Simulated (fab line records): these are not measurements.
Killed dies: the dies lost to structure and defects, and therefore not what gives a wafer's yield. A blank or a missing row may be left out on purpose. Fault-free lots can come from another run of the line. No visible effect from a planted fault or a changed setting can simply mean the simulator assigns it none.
A struck lot beside a sound one ; flow n5 finfet ; 28 steps out of a route of 1938
Sound: the wafers L856.2, L856.4, L856.5. Struck: wafer L868.6 (left out: L868.3, a lot-mate that was not struck); the cause follows at the end.
Per side, at each step with rows, come the tool, then ch with its chambers, and then its first start. Under that, the readings that differ: sound wafers ; struck wafers ; difference of the means ; sigmas: that difference in standard deviations of wafers without a fault.
alike: readings with means less than 2 such deviations apart, plus words and numbers identical on both sides. not compared: withheld readings, readings lacking a value on some wafer, bounds such as >300 that could conceal the same value, and numbers that have no deviation in the record and whose values overlap.
Wherever a step has rows on one side only, a row that says differs or no value, or a row with sigmas, the two part there. Non-overlapping numbers with no deviation appear without sigmas and do not part them. A reading that every wafer of one side lacks parts them only if that side has two wafers or more.

first, 1 step without rows for these wafers: N5_DUMMY_GATE_UV_OZONE_45 (time 120 s).
N5_DUMMY_GATE_INSPECT_27: inspects for defects (brightfield).
  sound on defect inspect-02 at day 4 00:59; struck on defect inspect-01 at day 6 23:01
  alike: raw defect count
then, 1 step without rows for these wafers: N5_SPACER0_ALD_07 (deposits SiNx, target thk 2 nm).
N5_SPACER0_ALD_00: deposits SiOCN, target thk 3.5 nm, pulse time 3 s, purge time 2 s.
  sound on ald sin-03 ch 0,2,3, day 4 01:11; struck on ald sin-04 ch 2, day 6 23:12
  alike: heater power w, precursor pulse height rel, susceptor temp C
N5_SPACER0_ALD_08: deposits SiNx, target thk 2 nm.
  sound on ald sin-03 ch 0,2,3, day 4 01:26; struck on ald sin-04 ch 2, day 7 00:19
reading;sound;struck;difference;sigmas
susceptor temp C (C);400.00 399.53 400.15;400.46;+0.57;+3
  alike: heater power w
N5_SPACER0_INSPECT_04: inspects for defects (darkfield).
  sound on defect inspect-01 at day 4 01:35; struck on defect inspect-02 at day 7 00:28
  alike: raw defect count
then, 6 steps without rows for these wafers: N5_SD_EPI_N_COAT_32 (time 60 s, resist thk 350 nm); N5_SD_EPI_N_COAT_33 (time 60 s, resist thk 35 nm); N5_SD_EPI_N_COAT_03 (resist thk 150 nm); N5_SD_EPI_N_EBR_05; N5_SD_EPI_N_SOFTBAKE_04 (time 60 s); N5_SD_EPI_N_EXPOSE_06 (exposes mask SD N BLK, target cd 120 nm).
N5_SD_EPI_N_PEB_07: peb time 60 s.
  sound on litho track-02 ch 0, day 4 01:56; struck on litho track-02 ch 0, day 7 00:48
reading;sound;struck;difference;sigmas
heater power total W (W);174.2 177.5 177.6;190.7;+14.3;+8
then, 1 step without rows for these wafers: N5_SD_EPI_N_DEVELOP_08 (develop time 30 s).
N5_SD_EPI_N_CD_MEAS_09: the cd target is 120 nm.
  sound on cd sem-01 ch 0, day 4 01:59; struck on cd sem-01 ch 0, day 7 00:52
reading;sound;struck;difference;sigmas
cd nm (nm);118.9 118.7 119.2;114.5;-4.4;-4
N5_SD_EPI_N_OVL_MEAS_10:
  sound on overlay-01 ch 0, day 4 02:01; struck on overlay-01 ch 0, day 7 00:54
  alike: SD_N_BLK_OVL
N5_SD_EPI_N_INSPECT_11: inspects for defects (macro).
  sound on defect inspect-01 at day 4 02:03; struck on defect inspect-01 at day 7 00:55
  alike: raw defect count
N5_SD_EPI_N_DESCUM_14: chemistry O2, time 7.9 s.
  sound on rie diel-06 ch 0,1, day 4 02:05; struck on rie diel-05 ch 1, day 7 00:57
reading;sound;struck;difference;sigmas
model.SD_EPI_N.cd nm (nm);119.6 118.8 119.6;114.8;-4.5;
  alike: drypump motor current A, oes product au, rf vpp V, showerhead plenum p Torr, throttle valve pct
  not compared: rf hours counter h
N5_SD_EPI_N_ETCH_34: etches SiARC in CF4, target depth 45.5 nm, time 75.8 s.
  sound on rie diel-06 ch 0,1, day 4 02:07; struck on rie diel-05 ch 1, day 7 00:59
reading;sound;struck;difference;sigmas
rf vpp V (V);184.1 183.5 184.7;181.7;-2.4;-2
  alike: drypump motor current A, etch rf on time s, oes product au, showerhead plenum p Torr, throttle valve pct
  not compared: rf hours counter h
then, 3 steps without rows for these wafers: N5_SD_EPI_N_ETCH_35 (etches SOC in N2/H2, overetch 108 nm, time 486 s); N5_SD_EPI_N_STRIP_36 (strips in N2/H2); N5_SD_EPI_N_ETCHBACK_44 (etches SiNx in CH3F/O2, stops on SiO2, target depth 14.5 nm).
N5_SD_EPI_N_ETCH_45: etches SiOCN in CH3F/O2, target depth 6 nm.
  sound on rie diel-06 ch 0,1, day 4 02:36; struck on rie diel-05 ch 1, day 7 01:28
  alike: O2_flow_sccm, drypump motor current A, oes product au, rf vpp V, showerhead plenum p Torr, throttle valve pct
  not compared: rf hours counter h
then, 2 steps without rows for these wafers: N5_SD_EPI_N_ETCH_16 (etches SiO2 in CHF3/O2, target depth 5 nm); N5_SD_EPI_N_STRIP_47 (strips in CHF3/O2).
N5_SD_EPI_N_SD_RECESS_17: chemistry HBr/Cl2/O2, target depth 41 nm, time 23.7 s, bt time 3 s.
  sound on rie si-03 ch 0,1, day 4 02:46; struck on rie si-06 ch 3, day 7 01:38
reading;sound;struck;difference;sigmas
drypump motor current A (A);6.0 5.3 6.0;4.9;-0.9;-2
model.SD_EPI_N.cd nm (nm);119.2 117 119.8;113.2;-5.5;
  alike: HBr_flow_sccm, O2_flow_sccm, oes_o_777_au, oes product au, throttle valve pct
  not compared: rf hours counter h
N5_SD_EPI_N_STRIP_38: strips in N2/H2.
  sound on plasma asher-01 ch 0,1, day 4 02:52; struck on plasma asher-01 ch 0, day 7 01:45
  alike: drypump motor current A, heater power w, oes product au
  not compared: rf hours counter h
-- a jump in the record: the struck wafers' starts before and after are 5 days apart (it breaks off in module SD_EPI_N and resumes in module BEOL_M4, where the first step shown is number 1111 of the route) --
N5_BEOL_M4_RC_MEAS_101:
  sound on prober-01 ch 0, day 9 08:32; struck on prober-02 ch 0, day 11 15:32
  alike: DIBL_N, DIBL_P, IOFF_N, IOFF_P, ION_N, ION_P, SS_N, SS_P, VT_N, VT_P

## WHERE THEY PART
Last at N5_SD_EPI_N_SD_RECESS_17 as far as this record goes, first at N5_SPACER0_ALD_08. Later steps at which nothing parts them and some readings are alike: N5_SD_EPI_N_STRIP_38, N5_BEOL_M4_RC_MEAS_101.

WHY: whatever the simulator had introduced
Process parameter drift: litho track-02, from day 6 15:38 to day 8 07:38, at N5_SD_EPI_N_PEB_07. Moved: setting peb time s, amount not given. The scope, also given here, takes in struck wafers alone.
